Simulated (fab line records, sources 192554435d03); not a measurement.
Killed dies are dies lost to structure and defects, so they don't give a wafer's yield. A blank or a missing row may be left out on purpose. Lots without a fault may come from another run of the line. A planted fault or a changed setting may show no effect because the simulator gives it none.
fab line records | flow n5_finfet
record lots=7 wafers=39
route steps=1938 shown FIN_CUT@169 DUMMY_GATE@237 SD_EPI_P@321 HKMG_FIN@395 MOL_CONTACT_COAG@586
start_h: hours from the record's first day to the start of the lot's first wafer shown | wait_h: hours since the lot's step before | " the same as in the row above | L1.1+2: a row that stands for several wafers | - no value, or no start given | * or withheld: withheld | < > ~ a bound
route shown NAME@n: a module of which the file shows steps, and the number in the route of the first | usual: mean/standard deviation of fault-free wafers | same: alike in all rows | chamber/n: place in a boat | sites: the reading at each site | _std_site: their standard deviation | _edge_site: outer sites' mean less inner sites' | radius_mm: how far each site lies from the wafer's centre | mask NAME#n: copy n | behind: the tool/chamber that last shaped the wafer | hold: why the lot was held/for how many hours/how that ended | device: the transistor (n, p or np) that didn't switch | end of line: the same wafers' tests at the end of the route | a step without rows: its recipe alone | killed: dies lost to structure and defects at the first sort, not the wafer's yield | map: a wafer's dies, x killed, . not, _ none there
set.NAME: the setting as run; set.NAME@STEP: as run at that earlier step | model.NAME: the simulator's own value behind a step, which no gauge read
lots whose settings were changed on purpose; a table a step, a row a wafer
## steps
# step N5_FIN_CUT_ETCH_21
# recipe chemistry=N2/H2 target=SOC target_depth_a=2190 overetch_a=438 mask_material=SiARC temp_c=40 ion_energy_ev=100 bias_w=61 time_s=523.5 pressure_mtorr=30 source_w=850 n2_flow_sccm=200 h2_flow_sccm=200
# columns lot.wafer tool chamber start_h wait_h set.time_s model.etch.depth_nm model.SiARC_of_FIN_CUT_COAT_19.thk_nm
L078.4 rie_diel-01 2 51.60 0.0 523.5 230 12.2
L078.5 " 0 " " 523.5 229.8 12
L078.6 " 1 " " 523.5 230.1 12
L081.1 rie_diel-04 1 69.62 0.0 523.5 229.5 11.8
L081.2 " 2 " " 573.4 229.6 11.4
L081.3 " 3 " " 573.4 229.7 11.2
L081.4 " 0 " " 523.5 229.5 12
L081.5 " 0 " " 523.5 229.8 12
L081.6 " 3 " " 573.4 229.3 11.2
L086.1 rie_diel-06 0 102.20 0.0 523.5 230.5 12
L086.2 " 3 " " 523.5 231.2 11.6
L086.3 " 2 " " 404.9 203.2 13.6
L086.4 " 1 " " 404.9 205.9 13.6
L086.5 " 3 " " 523.5 230.1 11.6
L086.6 " 2 " " 404.9 202.8 13.6
L088.1 rie_diel-04 2 112.20 0.0 523.5 229.8 12.2
L088.2 " 1 " " 449.4 229 12.8
L088.3 " 0 " " 449.4 224.4 13
L088.4 " 3 " " 449.4 222.5 13.2
L088.5 " 2 " " 523.5 229.7 12.2
L088.6 " 1 " " 523.5 229.5 11.8
L089.1 rie_diel-06 0 119.70 0.0 523.5 231.2 12.2
L089.2 " 2 " " 624.5 231.3 10.4
L089.3 " 3 " " 624.5 231.1 10
L089.4 " 1 " " 523.5 230.4 11.8
L089.5 " 1 " " 523.5 230.5 12
L089.6 " 0 " " 624.5 230.5 10.8
L095.1+5 rie_diel-04 2 155.40 0.0 523.5 230.8 12.2
L095.2 " 3 " " 523.5 231.4 12.2
L095.3 " 0 " " 621.8 231.3 10.4
L095.4 " 1 " " 621.8 230.8 10.2
L095.6 " 3 " " 621.8 230.3 10.6
L097.1 rie_diel-06 2 169.02 0.0 523.5 230.5 11.8
L097.2 " 1 " " 523.5 230.3 11.8
L097.3 " 0 " " 523.5 230.1 12.2
L097.4 " 3 " " 523.5 229.5 11.6
L097.5 " 3 " " 523.5 230.6 11.8
L097.6 " 2 " " 523.5 230.9 11.6
# step N5_DUMMY_GATE_ETCH_37
# recipe chemistry=N2/H2 target=SOC target_depth_a=600 overetch_a=300 temp_c=40 ion_energy_ev=200 pressure_mtorr=30 source_w=840 bias_w=150 n2_flow_sccm=200 h2_flow_sccm=200
# usual rf_vpp_V=524.1/2.9
# columns lot.wafer tool chamber start_h wait_h set.source_w rf_vpp_V
L078.4 rie_diel-06 0 71.50 0.0 840 527.4
L078.5 " 1 " " 840 519.9
L078.6 " 2 " " 840 520.7
L081.1 rie_diel-04 2 88.13 0.0 840 525.4
L081.2 " 1 " " 840 526.3
L081.3 " 0 " " 740.8 548.9
L081.4 " 3 " " 740.8 547.8
L081.5 " 0 " " 840 526.2
L081.6 " 3 " " 740.8 548.8
L086.1 rie_diel-06 0 123.03 0.0 840 527.2
L086.2 " 1 " " 882.6 509.8
L086.3 " 3 " " 882.6 516.1
L086.4 " 2 " " 840 519.2
L086.5 " 3 " " 882.6 513.8
L086.6 " 2 " " 840 521.2
L088.1 rie_diel-04 2 133.24 0.0 840 524.7
L088.2 " 0 " " 999.1 499.0
L088.3 " 3 " " 840 527.5
L088.4 " 1 " " 999.1 495.5
L088.5 " 2 " " 999.1 494.5
L088.6 " 3 " " 840 525.8
L089.1 rie_diel-01 2 138.87 0.0 840 525.1
L089.2 " 0 " " 840 522.1
L089.3 " 1 " " 840 523.6
L089.4 " 3 " " 840 522.6
L089.5 " 0 " " 840 521.4
L089.6 " 3 " " 840 521.8
L095.1 rie_diel-01 0 174.20 0.0 973.7 497.1
L095.2 " 3 " " 840 522.8
L095.3 " 1 " " 973.7 499.3
L095.4 " 2 " " 973.7 501.1
L095.5 " 0 " " 840 521.3
L095.6 " 3 " " 840 522.3
L097.1 rie_diel-01 2 191.02 0.0 771.1 543.0
L097.2 " 1 " " 840 522.4
L097.3 " 0 " " 840 521.0
L097.4 " 3 " " 771.1 537.8
L097.5 " 3 " " 771.1 539.1
L097.6 " 2 " " 840 526.8
# step N5_DUMMY_GATE_ETCH_32
# recipe chemistry=CF4 target=SiO2 target_depth_a=35 time_s=3.9 ion_energy_ev=350 pressure_mtorr=10 icp_w=800 bias_w=400 cf4_flow_sccm=80
# columns lot.wafer tool chamber start_h wait_h set.time_s model.etch.depth_nm
L078.4 rie_si-02 3 72.03 0.1 3.9 3.498
L078.5 " 3 " " 3.9 3.505
L078.6 " 2 " " 3.9 3.52
L081.1 rie_si-05 1 88.66 0.1 3.161 2.875
L081.2 " 0 " " 3.161 2.923
L081.3 " 2 " " 3.9 3.684
L081.4 " 3 " " 3.161 2.824
L081.5 " 3 " " 3.9 3.438
L081.6 " 0 " " 3.9 3.611
L086.1 rie_si-02 1 123.66 0.1 4.791 4.205
L086.2 " 3 " " 3.9 3.485
L086.3 " 2 " " 4.791 4.281
L086.4 " 0 " " 3.9 3.456
L086.5 " 0 " " 3.9 3.449
L086.6 " 1 " " 4.791 4.188
L088.1 rie_si-06 1 133.76 0.1 3.9 3.499
L088.2 " 3 " " 4.524 4.177
L088.3 " 0 " " 3.9 3.474
L088.4 " 2 " " 4.524 4.075
L088.5 " 0 " " 3.9 3.487
L088.6 " 1 " " 4.524 4.036
L089.1 rie_si-05 0 139.54 0.1 4.589 4.195
L089.2 " 3 " " 3.9 3.45
L089.3 " 1 " " 4.589 4.155
L089.4 " 2 " " 3.9 3.658
L089.5 " 0 " " 3.9 3.579
L089.6 " 1 " " 4.589 4.154
L095.1 rie_si-05 1 174.74 0.1 4.793 4.352
L095.2 " 3 " " 4.793 4.243
L095.3 " 0 " " 3.9 3.603
L095.4 " 2 " " 3.9 3.677
L095.5 " 2 " " 3.9 3.714
L095.6 " 1 " " 4.793 4.357
L097.1 rie_si-05 3 191.54 0.1 3.9 3.449
L097.2 " 2 " " 4.812 4.546
L097.3 " 0 " " 4.812 4.413
L097.4 " 1 " " 3.9 3.51
L097.5 " 3 " " 4.812 4.287
L097.6 " 2 " " 3.9 3.702
# step N5_SD_EPI_P_EPI_21
# recipe material=SiGe:B dopant=B temp_c=550 pressure_torr=20 ambient=H2 time_s=355
# columns lot.wafer tool chamber start_h wait_h set.temp_c model.SiGe-B_of_SD_EPI_P_EPI_21.thk_nm
L078.4 epi_rpcvd-03 0 81.54 1.1 550 62.4
L078.5+6 " 0 " " 550 62
L081.1 epi_rpcvd-02 0 97.04 0.3 547.5 58
L081.2 " 0 " " 547.5 57.8
L081.3 " 0 " " 547.5 57.2
L081.4 " 0 " " 550 60.2
L081.5+6 " 0 " " 550 60.6
L086.1 epi_rpcvd-03 0 134.98 0.1 553.6 67
L086.2 " 0 " " 550 61.4
L086.3 " 0 " " 550 61
L086.4 " 0 " " 553.6 66.4
L086.5 " 0 " " 553.6 67.2
L086.6 " 0 " " 550 62
L088.1 epi_rpcvd-03 0 141.67 0.1 550 60.6
L088.2+4 " 0 " " 550 60.4
L088.3 " 0 " " 550 60.2
L088.5 " 0 " " 550 59.8
L088.6 " 0 " " 550 60.8
L089.1 epi_rpcvd-01 0 150.28 0.3 550 60.6
L089.2 " 0 " " 550 61
L089.3+6 " 0 " " 552.5 64.4
L089.4 " 0 " " 550 60
L089.5 " 0 " " 552.5 64
L095.1 epi_rpcvd-01 0 184.21 0.2 550 62.2
L095.2+5 " 0 " " 550 61.8
L095.3 " 0 " " 550 60.8
L095.4 " 0 " " 550 61.2
L095.6 " 0 " " 550 62
L097.1 epi_rpcvd-03 0 201.93 0.3 550 61.2
L097.2 " 0 " " 550 61.6
L097.3 " 0 " " 550 60.2
L097.4+6 " 0 " " 546.7 56.4
L097.5 " 0 " " 546.7 56
# step N5_SD_EPI_P_EPI_MEAS_23
# recipe mode=xrd
# usual thk_nm=61.1/1.2
# columns lot.wafer tool chamber start_h wait_h set.temp_c@SD_EPI_P_EPI_21 thk_nm
L078.4 film_metro-01 - 82.66 0.8 550 61.2
L078.5 " - " " 550 61.4
L078.6 " - " " 550 61.1
L081.1 film_metro-02 - 100.92 3.2 547.5 57.0
L081.2 " - " " 547.5 59.0
L081.3 " - " " 547.5 57.0
L081.4 " - " " 550 59.6
L081.5 " - " " 550 61.5
L081.6 " - " " 550 60.6
L086.1 film_metro-01 - 137.17 1.8 553.6 68.9
L086.2 " - " " 550 60.8
L086.3 " - " " 550 60.3
L086.4 " - " " 553.6 67.1
L086.5 " - " " 553.6 66.8
L086.6 " - " " 550 61.3
L088.1 film_metro-02 - 143.89 1.9 550 60.9
L088.2 " - " " 550 62.1
L088.3 " - " " 550 59.3
L088.4 " - " " 550 59.7
L088.5 " - " " 550 58.5
L088.6 " - " " 550 60.4
L089.1 film_metro-01 - 154.16 3.2 550 62.1
L089.2 " - " " 550 62.1
L089.3 " - " " 552.5 64.6
L089.4 " - " " 550 61.0
L089.5 " - " " 552.5 64.4
L089.6 " - " " 552.5 65.1
L095.1 film_metro-02 - 187.13 2.4 550 61.5
L095.2 " - " " 550 61.0
L095.3 " - " " 550 61.1
L095.4 " - " " 550 60.9
L095.5 " - " " 550 60.3
L095.6 " - " " 550 61.5
L097.1 film_metro-02 - 205.80 3.2 550 60.3
L097.2 " - " " 550 61.9
L097.3 " - " " 550 59.3
L097.4 " - " " 546.7 56.7
L097.5 " - " " 546.7 57.0
L097.6 " - " " 546.7 57.1
# step N5_SD_EPI_P_HM_STRIP_48
# recipe chemistry=H3PO4 temp_c=160 material=SiNx target=SiNx target_depth_a=30 overetch_fraction=0.3
# columns lot.wafer tool chamber start_h wait_h set.temp_c@SD_EPI_P_EPI_21 model.SiGe-B_of_SD_EPI_P_EPI_21.thk_nm
L078.4 wet_bench-04 5 82.69 0.0 550 62
L078.5+6 " 0,3 " " 550 61.6
L081.1 wet_bench-04 5 100.95 0.0 547.5 57.8
L081.2 " 4 " " 547.5 57.6
L081.3 " 6 " " 547.5 57
L081.4 " 1 " " 550 59.8
L081.5+6 " 3,2 " " 550 60.4
L086.1 wet_bench-02 2 137.21 0.0 553.6 66.8
L086.2 " 0 " " 550 61.2
L086.3 " 3 " " 550 60.8
L086.4 " 4 " " 553.6 66.2
L086.5 " 1 " " 553.6 67
L086.6 " 5 " " 550 61.6
L088.1 wet_bench-05 1 143.92 0.0 550 60.4
L088.2+3 " 0,5 " " 550 60
L088.4 " 2 " " 550 60.2
L088.5 " 7 " " 550 59.6
L088.6 " 6 " " 550 60.6
L089.1 wet_bench-05 6 154.19 0.0 550 60.4
L089.2 " 4 " " 550 60.8
L089.3 " 5 " " 552.5 64
L089.4 " 2 " " 550 59.8
L089.5 " 7 " " 552.5 63.8
L089.6 " 3 " " 552.5 64.2
L095.1 wet_bench-02 7 187.16 0.0 550 62
L095.2 " 3 " " 550 61.4
L095.3 " 5 " " 550 60.6
L095.4 " 6 " " 550 61
L095.5+6 " 0,4 " " 550 61.6
L097.1 wet_bench-05 4 205.84 0.0 550 60.8
L097.2 " 0 " " 550 61.2
L097.3 " 2 " " 550 60
L097.4+6 " 3,7 " " 546.7 56.2
L097.5 " 1 " " 546.7 55.8
# step N5_HKMG_FIN_EXPOSE_46
# recipe mask_id=NDIPOLE na=1.35 source_shape=conventional sigma_outer=0.8 polarization=unpolarized dose_mj=40
# columns lot.wafer tool chamber start_h wait_h mask set.dose_mj
L078.4+5+6 arfi_scanner-03 0 96.00 - NDIPOLE#0 40
L081.1+4+5 arfi_scanner-03 0 115.16 - NDIPOLE#0 40
L081.2+3+6 " 0 " " NDIPOLE#0 43.17
L086.1+2+6 arfi_scanner-01 0 150.77 - NDIPOLE#0 38.84
L086.3+4+5 " 0 " " NDIPOLE#0 40
L088.1+2+6 arfi_scanner-01 0 157.25 - NDIPOLE#0 40
L088.3+4+5 " 0 " " NDIPOLE#0 42.13
L089.1+2+5 arfi_scanner-01 0 167.05 - NDIPOLE#0 37.42
L089.3+4+6 " 0 " " NDIPOLE#0 40
L095.1+2+4 arfi_scanner-01 0 201.70 - NDIPOLE#0 38.8
L095.3+5+6 " 0 " " NDIPOLE#0 40
L097.1+2+5 arfi_scanner-02 0 219.23 - NDIPOLE#0 40
L097.3+4+6 " 0 " " NDIPOLE#0 39.05
# step N5_HKMG_FIN_PEB_47
# recipe peb_temp_c=withheld peb_time_s=60 resist=CAR-ArF
# step N5_HKMG_FIN_DEVELOP_48
# recipe develop_time_s=30 developer=TMAH resist=CAR-ArF rinse_liquid=diw dry=air_spin dev_temp_c=23
# step N5_HKMG_FIN_CD_MEAS_49
# recipe target_cd_nm=202 landing_energy_ev=500 detector=se_inlens polarity=opening
# usual cd_nm=202.2/0.66
# columns lot.wafer tool chamber start_h wait_h set.dose_mj@HKMG_FIN_EXPOSE_46 cd_nm
L078.4 cd_sem-03 0 96.11 - 40 202.9
L078.5 " 0 " " 40 202.6
L078.6 " 0 " " 40 202.4
L081.1 cd_sem-03 0 115.29 - 40 202.3
L081.2 " 0 " " 43.17 206.4
L081.3 " 0 " " 43.17 205.8
L081.4 " 0 " " 40 200.9
L081.5 " 0 " " 40 201.3
L081.6 " 0 " " 43.17 206.6
L086.1 cd_sem-02 0 150.89 - 38.84 199.9
L086.2 " 0 " " 38.84 200.0
L086.3 " 0 " " 40 202.3
L086.4 " 0 " " 40 202.1
L086.5 " 0 " " 40 202.4
L086.6 " 0 " " 38.84 200.6
L088.1 cd_sem-02 0 157.37 - 40 201.3
L088.2 " 0 " " 40 202.8
L088.3 " 0 " " 42.13 205.3
L088.4 " 0 " " 42.13 205.0
L088.5 " 0 " " 42.13 204.8
L088.6 " 0 " " 40 200.7
L089.1 cd_sem-03 0 167.17 - 37.42 199.2
L089.2 " 0 " " 37.42 199.3
L089.3 " 0 " " 40 203.0
L089.4 " 0 " " 40 203.7
L089.5 " 0 " " 37.42 198.8
L089.6 " 0 " " 40 203.0
L095.1 cd_sem-03 0 201.82 - 38.8 200.5
L095.2 " 0 " " 38.8 200.6
L095.3 " 0 " " 40 201.8
L095.4 " 0 " " 38.8 200.9
L095.5 " 0 " " 40 202.1
L095.6 " 0 " " 40 202.0
L097.1 cd_sem-02 0 219.35 - 40 202.7
L097.2 " 0 " " 40 201.5
L097.3 " 0 " " 39.05 200.8
L097.4 " 0 " " 39.05 200.9
L097.5 " 0 " " 40 201.5
L097.6 " 0 " " 39.05 201.7
# step N5_HKMG_FIN_DESCUM_53
# recipe chemistry=O2 time_s=7.9 source_power_w=50 bias_power_w=20 pressure_mtorr=20 rf_frequency_hz=2.712e+07 temp_c=40 resist=CAR-ArF o2_flow_sccm=225
# step N5_HKMG_FIN_ETCH_54
# recipe chemistry=CF4 target=SiARC target_depth_a=455 mask_material=CAR-ArF time_s=75.8 ion_energy_ev=80 pressure_mtorr=40 source_w=545 bias_w=36 Ar_flow_sccm=100 cf4_flow_sccm=100 ends=cleared
# columns lot.wafer tool chamber start_h wait_h set.dose_mj@HKMG_FIN_EXPOSE_46 model.HKMG_FIN.cd_offset_nm
L078.4 rie_diel-03 1 96.23 0.0 40 0.8
L078.5 " 0 " " 40 0.4
L078.6 " 1 " " 40 0.6
L081.1 rie_diel-05 0 115.41 0.0 40 0.6
L081.2+6 " 1,0 " " 43.17 4.4
L081.3 " 3 " " 43.17 4
L081.4 " 3 " " 40 -0.8
L081.5 " 1 " " 40 -0.6
L086.1 rie_diel-03 2 151.01 0.0 38.84 -2.4
L086.2 " 0 " " 38.84 -1.8
L086.3 " 3 " " 40 0.4
L086.4 " 1 " " 40 0
L086.5 " 2 " " 40 0.6
L086.6 " 1 " " 38.84 -1.4
L088.1 rie_diel-03 2 157.56 0.0 40 -0.2
L088.2 " 0 " " 40 0.8
L088.3+4 " 3,1 " " 42.13 3.2
L088.5 " 1 " " 42.13 2.8
L088.6 " 0 " " 40 -0.6
L089.1 rie_diel-02 3 167.30 0.0 37.42 -2.6
L089.2+5 " 1 " " 37.42 -2.8
L089.3+4 " 0,2 " " 40 1.6
L089.6 " 2 " " 40 0.8
L095.1 rie_diel-02 3 202.17 0.0 38.8 -1.4
L095.2 " 0 " " 38.8 -1.2
L095.3+5 " 1,3 " " 40 0
L095.4 " 0 " " 38.8 -0.8
L095.6 " 1 " " 40 -0.2
L097.1 rie_diel-03 3 219.50 0.0 40 0.8
L097.2 " 0 " " 40 -0.4
L097.3 " 3 " " 39.05 -1
L097.4 " 0 " " 39.05 -1.2
L097.5 " 0 " " 40 -0.6
L097.6 " 3 " " 39.05 0
# step N5_HKMG_FIN_ETCH_35
# recipe chemistry=N2/H2 target=SOC target_depth_a=2158 ion_energy_ev=65 bias_w=5 source_w=3000 time_s=243.4 pressure_mtorr=30 n2_flow_sccm=200 h2_flow_sccm=200
# usual rf_vpp_V=141.6/0.94
# columns lot.wafer tool chamber start_h wait_h set.source_w rf_vpp_V model.etch.depth_nm model.SOC_of_HKMG_FIN_COAT_29.thk_nm model.HKMG_FIN.feature_depth_nm
L078.4 rie_diel-03 3 100.06 0.0 3000 142.1 219.8 80.4 219.8
L078.5 " 1 " " 3000 140.9 214.3 85.8 214.4
L078.6 " 0 " " 3000 141.8 208.3 92.4 208.2
L081.1 rie_diel-05 1 119.25 0.0 3000 142.2 221 80.4 221
L081.2 " 3 " " 2677 149.8 201.7 99.2 201.8
L081.3 " 0 " " 2677 147.6 194.9 106 194.8
L081.4 " 1 " " 2677 147.0 201.1 99.4 201
L081.5 " 3 " " 3000 142.2 220.7 79.8 220.6
L081.6 " 0 " " 3000 142.9 216.1 85.2 216
L086.1 rie_diel-02 2 154.58 0.0 3000 141.5 210 90.2 210
L086.2 " 1 " " 3000 143.5 213 88 213
L086.3 " 0 " " 3186 138.3 230.6 70 230.6
L086.4 " 3 " " 3000 140.2 220.9 80 221
L086.5 " 0 " " 3186 137.9 231.2 68.8 231.2
L086.6 " 1 " " 3186 138.2 222.1 79.4 222.2
L088.1 rie_diel-02 3 161.41 0.0 3000 140.9 221.4 79.8 221.4
L088.2 " 1 " " 2449 153.3 177.6 123 177.6
L088.3 " 0 " " 2449 150.5 185.7 116.4 185.8
L088.4 " 2 " " 3000 141.5 210.4 90 210.4
L088.5 " 3 " " 3000 140.8 219.9 80.2 220
L088.6 " 2 " " 2449 152.2 177 123.6 177
L089.1 rie_diel-02 3 171.18 0.0 3514 133.1 251.9 48 252
L089.2 " 0 " " 3000 140.3 220.7 79 220.8
L089.3 " 2 " " 3514 133.2 238.7 61.4 238.6
L089.4 " 1 " " 3514 133.7 242.2 57.8 242.2
L089.5 " 3 " " 3000 140.7 220.2 78.6 220.2
L089.6 " 0 " " 3000 140.2 220.9 79.6 220.8
L095.1 rie_diel-03 3 206.00 0.0 3374 136.8 243.7 57.2 243.6
L095.2 " 0 " " 3000 141.1 211.4 89.2 211.4
L095.3 " 1 " " 3374 134.7 235 64.8 235
L095.4 " 0 " " 3000 141.8 210.3 91.8 210.2
L095.5 " 1 " " 3374 134.8 236 65.4 236
L095.6 " 3 " " 3000 141.3 220.6 80.6 220.6
L097.1 rie_diel-03 3 223.79 0.0 3000 142.5 222.1 79.2 222
L097.2 " 1 " " 3000 142.1 212 89.4 212
L097.3 " 2 " " 3000 139.7 224.9 76 224.8
L097.4 " 1 " " 3000 142.2 213 88.6 213
L097.5 " 2 " " 3000 140.3 223.5 76.6 223.4
L097.6 " 3 " " 3000 140.2 221.5 79.8 221.6
# step N5_MOL_CONTACT_COAG_VIA_ETCH_46
# recipe chemistry=C4F6/O2 target_depth_a=460 overetch_a=92 mask_material=SOC target=SiO2 bias_w=455 pressure_mtorr=10 time_s=40 source_w=325 Ar_flow_sccm=300 C4F6_flow_sccm=10 O2_flow_sccm=10 ion_energy_ev=575.3 ends=end_point
# columns lot.wafer tool chamber start_h wait_h set.target_depth_a model.SOC_of_MOL_CONTACT_COAG_COAT_75.thk_nm
L078.4 rie_diel-02 1 125.55 0.0 460 51
L078.5+6 " 3,2 " " 460 50.8
L081.1+5 rie_diel-02 3,2 142.82 0.0 460 50.8
L081.2 " 0 " " 460 50.6
L081.3+6 " 1 " " 405.5 51.6
L081.4 " 2 " " 405.5 51.4
L086.1+5 rie_diel-02 3 178.01 0.0 460 50.6
L086.2+3+6 " 2,1,2 " " 460 50.8
L086.4 " 0 " " 460 50.4
L088.1+4+6 rie_diel-05 0,2,0 189.57 0.0 430.6 51
L088.2+3 " 3,2 " " 460 50.6
L088.5 " 3 " " 460 50.4
L089.1+6 rie_diel-03 2,3 197.80 0.0 460 50.8
L089.2 " 3 " " 516 50
L089.3 " 0 " " 460 51
L089.4 " 1 " " 516 50.4
L089.5 " 2 " " 516 50.2
L095.1 rie_diel-02 3 236.62 0.0 420.6 51
L095.2+5 " 0,1 " " 420.6 51.4
L095.3+6 " 1,0 " " 460 51
L095.4 " 2 " " 460 50.4
L097.1+4 rie_diel-02 3,0 246.62 0.0 460 51.2
L097.2 " 2 " " 460 50.8
L097.3 " 1 " " 405.9 52
L097.5 " 1 " " 405.9 51.8
L097.6 " 2 " " 405.9 51.4
## key
split step=N5_FIN_CUT_ETCH_21 setting=time_s stated=523.5 by=wafer
response step=N5_FIN_CUT_ETCH_21 reading=model.etch.depth_nm shape=bent at_lowest=204 at_stated=230.3 at_highest=231
response step=N5_FIN_CUT_ETCH_21 reading=model.SiARC_of_FIN_CUT_COAT_19.thk_nm change=-0.0827 per=1% r=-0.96
split step=N5_DUMMY_GATE_ETCH_37 setting=source_w stated=840 by=wafer
response step=N5_DUMMY_GATE_ETCH_37 reading=rf_vpp_V change=-1.63 per=1% r=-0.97
split step=N5_DUMMY_GATE_ETCH_32 setting=time_s stated=3.9 by=wafer
response step=N5_DUMMY_GATE_ETCH_32 reading=model.etch.depth_nm change=+0.0342 per=1% r=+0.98
split step=N5_SD_EPI_P_EPI_21 setting=temp_c stated=550 by=wafer
response step=N5_SD_EPI_P_EPI_21 reading=model.SiGe-B_of_SD_EPI_P_EPI_21.thk_nm change=+7.78 per=1% r=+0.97
response step=N5_SD_EPI_P_EPI_MEAS_23 reading=thk_nm change=* per=1% r=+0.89
response step=N5_SD_EPI_P_HM_STRIP_48 reading=model.SiGe-B_of_SD_EPI_P_EPI_21.thk_nm change=+7.7 per=1% r=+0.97
split step=N5_HKMG_FIN_EXPOSE_46 setting=dose_mj stated=40 by=wafer
response step=N5_HKMG_FIN_CD_MEAS_49 reading=cd_nm change=+0.611 per=1% r=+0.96
response step=N5_HKMG_FIN_ETCH_54 reading=model.HKMG_FIN.cd_offset_nm change=+0.575 per=1% r=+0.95
split step=N5_HKMG_FIN_ETCH_35 setting=source_w stated=3000 by=wafer
response step=N5_HKMG_FIN_ETCH_35 reading=rf_vpp_V change=-0.51 per=1% r=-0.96
response step=N5_HKMG_FIN_ETCH_35 reading=model.etch.depth_nm change=+1.79 per=1% r=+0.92
response step=N5_HKMG_FIN_ETCH_35 reading=model.SOC_of_HKMG_FIN_COAT_29.thk_nm change=-1.8 per=1% r=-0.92
response step=N5_HKMG_FIN_ETCH_35 reading=model.HKMG_FIN.feature_depth_nm change=+1.79 per=1% r=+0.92
split step=N5_MOL_CONTACT_COAG_VIA_ETCH_46 setting=target_depth_a stated=460 by=wafer
response step=N5_MOL_CONTACT_COAG_VIA_ETCH_46 reading=model.SOC_of_MOL_CONTACT_COAG_COAT_75.thk_nm change=-0.0599 per=1% r=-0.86
